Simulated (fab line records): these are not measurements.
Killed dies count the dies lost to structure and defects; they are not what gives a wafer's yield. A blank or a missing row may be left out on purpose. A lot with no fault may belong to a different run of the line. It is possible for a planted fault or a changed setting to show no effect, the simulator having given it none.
3 desks, one fault || flow n5-finfet || numbers are kept per desk, each desk with only its own; the story behind them comes last

== THE DEFECT DESK ==
What the inspections along the route counted, lot by lot: means of the sampled wafers that have a number. Any lot whose mean is over 4 standard deviations away from the usual mean is out of limits and marked OUT; that distance is given in the brackets.
Columns: A = raw-defect-count at N5_PASSIVATION_INSPECT_67, usual 2.0
{"lot": "L416", "first seen here": "day 12 13:13", "A": 1.0}
{"lot": "L418", "first seen here": "day 12 22:22", "A": 0.7}
{"lot": "L417", "first seen here": "day 12 23:04", "A": 1.7}
{"lot": "L420", "first seen here": "day 14 01:40", "A": 2.0}
{"lot": "L419", "first seen here": "day 14 07:02", "A": 1.5}
{"lot": "L431", "first seen here": "day 16 18:20", "A": 3.0}
{"lot": "L434", "first seen here": "day 17 13:14", "A": 2.7}
{"lot": "L438", "first seen here": "day 18 04:44", "A": 2.0}
Result from this desk: across the 8 lots, nothing is out of limits.

== FROM THE METROLOGY DESK ==
Means of the sampled wafers that have a number, per lot and without regard to the tool the lot ran on: this is what the gauges read. Any lot whose mean is over 4 standard deviations away from the usual mean is out of limits and marked OUT; that distance is given in the brackets. Shown here are 7 of its 10 readings, the ones lying furthest out on some lot.
Columns: A = DIBL_N at N5_BEOL_M4_RC_MEAS_101, usual 36.0 mV/V; B = DIBL_P at N5_BEOL_M4_RC_MEAS_101, usual 36.0 mV/V; C = IOFF_N at N5_BEOL_M4_RC_MEAS_101, usual 0.155 nA/um; D = IOFF_P at N5_BEOL_M4_RC_MEAS_101, usual 0.20 nA/um; E = ION_N at N5_BEOL_M4_RC_MEAS_101, usual 672 uA/um; F = SS_N at N5_BEOL_M4_RC_MEAS_101, usual 71.5 mV/dec; G = SS_P at N5_BEOL_M4_RC_MEAS_101, usual 73.2 mV/dec
{"lot": "L416", "first seen here": "day 8 17:25", "A": 35.1, "B": 34.1, "C": 0.118, "D": 0.18, "E": 664, "F": 71.1, "G": 73.0}
{"lot": "L418", "first seen here": "day 8 19:07", "A": 39.1, "B": 39.8, "C": 0.208, "D": 0.27, "E": 694, "F": 71.5, "G": 73.7}
{"lot": "L417", "first seen here": "day 8 19:13", "A": 35.5, "B": 35.3, "C": 0.158, "D": 0.22, "E": 667, "F": 71.8, "G": 72.7}
{"lot": "L419", "first seen here": "day 9 18:07", "A": 35.5, "B": 34.7, "C": 0.134, "D": 0.20, "E": 663, "F": 71.4, "G": 73.0}
{"lot": "L420", "first seen here": "day 9 22:37", "A": 40.5, "B": 40.1, "C": 0.216, "D": 0.27, "E": 680, "F": 72.5, "G": 74.4}
{"lot": "L431", "first seen here": "day 12 15:49", "A": 38.2, "B": 39.2, "C": 0.177, "D": 0.22, "E": 677, "F": 71.6, "G": 73.9}
{"lot": "L434", "first seen here": "day 13 00:13", "A": 34.4, "B": 35.8, "C": 0.139, "D": 0.20, "E": 671, "F": 71.0, "G": 72.9}
{"lot": "L438", "first seen here": "day 13 23:31", "A": 37.1, "B": 35.7, "C": 0.166, "D": 0.22, "E": 669, "F": 71.4, "G": 73.5}
Result from this desk: across the 8 lots, nothing is out of limits.

== AT THE TOOL OWNER'S DESK: rie-diel-01 ==
The tool's own readings at N5_PMOS_HMC_CHANNEL_EPI_ETCH_32 (etches BARC in N2/H2, stops on SiO2, target depth 85.8 nm, time 50.3 s): means of the sampled wafers that have a number, for each lot that ran on this tool. Any lot whose mean is over 4 standard deviations away from the usual mean is out of limits and marked OUT; that distance is given in the brackets.
Columns: A = drypump-motor-current-A at N5_PMOS_HMC_CHANNEL_EPI_ETCH_32, usual 5.7 A; B = oes-product-au at N5_PMOS_HMC_CHANNEL_EPI_ETCH_32, usual 0.65 a.u.; C = rf-vpp-V at N5_PMOS_HMC_CHANNEL_EPI_ETCH_32, usual 524.4 V; D = showerhead-plenum-p-Torr at N5_PMOS_HMC_CHANNEL_EPI_ETCH_32, usual 2.56 Torr; E = throttle-valve-pct at N5_PMOS_HMC_CHANNEL_EPI_ETCH_32, usual 17.87 %
{"lot": "L417", "first seen here": "day 2 05:33", "A": 5.5, "B": 0.65, "C": 522.8, "D": 2.51, "E": 17.90}
{"lot": "L420", "first seen here": "day 3 01:31", "A": 5.4, "B": 0.66, "C": 524.0, "D": 2.54, "E": 18.08}
{"lot": "L427", "first seen here": "day 4 17:18", "A": 5.5, "B": 0.56, "C": 523.0, "D": 2.53, "E": 18.02}
{"lot": "L429", "first seen here": "day 5 05:11", "A": 5.6, "B": 0.58, "C": 521.7, "D": 2.50, "E": 17.74}
Result from this desk: across the 4 lots, nothing is out of limits.

== PUT TOGETHER ==
The defect desk saw nothing out of limits.
The metrology desk saw nothing out of limits.
The tool owner's desk saw nothing out of limits.

== WHAT WAS PUT IN BY THE SIMULATOR ==
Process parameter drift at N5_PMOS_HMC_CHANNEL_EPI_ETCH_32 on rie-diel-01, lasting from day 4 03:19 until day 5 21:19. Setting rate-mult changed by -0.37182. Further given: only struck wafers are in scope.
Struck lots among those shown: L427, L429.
